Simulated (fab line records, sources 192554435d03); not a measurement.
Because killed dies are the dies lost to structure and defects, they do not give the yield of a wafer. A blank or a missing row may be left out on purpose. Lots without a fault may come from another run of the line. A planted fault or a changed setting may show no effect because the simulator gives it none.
Which tool is to blame? || flow n5 finfet || 12 lots, 36 wafers sampled, at 3 steps of a route of 1938

== WHAT EACH GAUGE READ, for each wafer ==
N5_BEOL_M14_CD_MEAS_17: the cd target is 250 nm.
{"lot": "L075", "measured": "day 14 00:03", "on": "cd sem-02", "cd nm (nm)": "252.1 251.1 251.9"}
{"lot": "L076", "measured": "day 14 04:07", "on": "cd sem-01", "cd nm (nm)": "249.4 251.1 248.2"}
{"lot": "L079", "measured": "day 14 07:20", "on": "cd sem-02", "cd nm (nm)": "251.4 251.6 252.6"}
{"lot": "L082", "measured": "day 14 22:36", "on": "cd sem-02", "cd nm (nm)": "252.3 253.8 253.2"}
{"lot": "L084", "measured": "day 15 03:43", "on": "cd sem-01", "cd nm (nm)": "250.7 251.4 252.1"}
{"lot": "L085", "measured": "day 16 00:16", "on": "cd sem-02", "cd nm (nm)": "250.3 251.3 251.8"}
{"lot": "L088", "measured": "day 16 11:10", "on": "cd sem-01", "cd nm (nm)": "249.9 249.9 252.2"}
{"lot": "L089", "measured": "day 17 04:05", "on": "cd sem-02", "cd nm (nm)": "252.8 249.5 248.5"}
{"lot": "L092", "measured": "day 17 21:41", "on": "cd sem-02", "cd nm (nm)": "250.8 254.3 251.5"}
{"lot": "L091", "measured": "day 18 03:02", "on": "cd sem-01", "cd nm (nm)": "247.7 250.0 248.7"}
{"lot": "L095", "measured": "day 19 03:41", "on": "cd sem-02", "cd nm (nm)": "251.2 250.0 250.9"}
{"lot": "L094", "measured": "day 19 22:44", "on": "cd sem-03", "cd nm (nm)": "250.4 252.1 250.2"}

== TOOL THAT RAN EACH LOT (tool first, then ch and the chambers of the sampled wafers, then the start) ==
{"lot": "L075", "N5_BEOL_M13_CMP_49": "cmp-02 ch 0,1,2, day 13 22:02", "N5_BEOL_M14_ETCH_59": "rie diel-04 ch 0,2,3, day 13 23:39"}
{"lot": "L076", "N5_BEOL_M13_CMP_49": "cmp-04 ch 0,1,2, day 14 02:28", "N5_BEOL_M14_ETCH_59": "rie diel-04 ch 1,2,3, day 14 03:43"}
{"lot": "L079", "N5_BEOL_M13_CMP_49": "cmp-02 ch 1,2,3, day 14 05:49", "N5_BEOL_M14_ETCH_59": "rie diel-01 ch 1,2, day 14 06:56"}
{"lot": "L082", "N5_BEOL_M13_CMP_49": "cmp-04 ch 0,2,3, day 14 21:05", "N5_BEOL_M14_ETCH_59": "rie diel-01 ch 0,1,2, day 14 22:12"}
{"lot": "L084", "N5_BEOL_M13_CMP_49": "cmp-02 ch 0,1,2, day 15 02:04", "N5_BEOL_M14_ETCH_59": "rie diel-01 ch 0,3, day 15 03:19"}
{"lot": "L085", "N5_BEOL_M13_CMP_49": "cmp-03 ch 0,3, day 15 22:47", "N5_BEOL_M14_ETCH_59": "rie diel-06 ch 0,1,3, day 15 23:52"}
{"lot": "L088", "N5_BEOL_M13_CMP_49": "cmp-02 ch 0,2,3, day 16 09:32", "N5_BEOL_M14_ETCH_59": "rie diel-01 ch 1,2,3, day 16 10:46"}
{"lot": "L089", "N5_BEOL_M13_CMP_49": "cmp-04 ch 0,1,3, day 17 02:25", "N5_BEOL_M14_ETCH_59": "rie diel-01 ch 1,3, day 17 03:41"}
{"lot": "L092", "N5_BEOL_M13_CMP_49": "cmp-02 ch 1,2,3, day 17 19:43", "N5_BEOL_M14_ETCH_59": "rie diel-01 ch 0,1, day 17 21:17"}
{"lot": "L091", "N5_BEOL_M13_CMP_49": "cmp-02 ch 1,2,3, day 18 01:34", "N5_BEOL_M14_ETCH_59": "rie diel-06 ch 1,2,3, day 18 02:38"}
{"lot": "L095", "N5_BEOL_M13_CMP_49": "cmp-03 ch 1,2,3, day 19 02:09", "N5_BEOL_M14_ETCH_59": "rie diel-06 ch 0,1,3, day 19 03:16"}
{"lot": "L094", "N5_BEOL_M13_CMP_49": "cmp-02 ch 0,3, day 19 21:09", "N5_BEOL_M14_ETCH_59": "rie diel-04 ch 0,2,3, day 19 22:20"}
- N5_BEOL_M13_CMP_49: polishes, stops on SiOC, t overpolish 17.1 s, target thk 420 nm.
- N5_BEOL_M14_ETCH_59: etches BARC in N2/H2, target depth 89 nm, overetch 26.7 nm, time 67.9 s.

== THE ANSWER, worked out from the rows above alone ==
Rule: the lots themselves supply what counts as usual. The widest of any qualifying gaps counts: lots, ordered by their means at a reading, are off when they make up no more than a third of the lots, leave a main group of 4 or more, and stand apart from it by 3 or more times the standard deviation of that group's means. A main group is skipped when, at the precision printed for the reading in the tables above, its means are all equal. Also off: a lot with no number at a reading for which 4 or more lots have one. Where the step has rows for the other lots, those lots are counted as sound.
Across all readings shown, no lot is off: no conclusion can be drawn from this.

== WHAT THE SIMULATOR PUT IN ==
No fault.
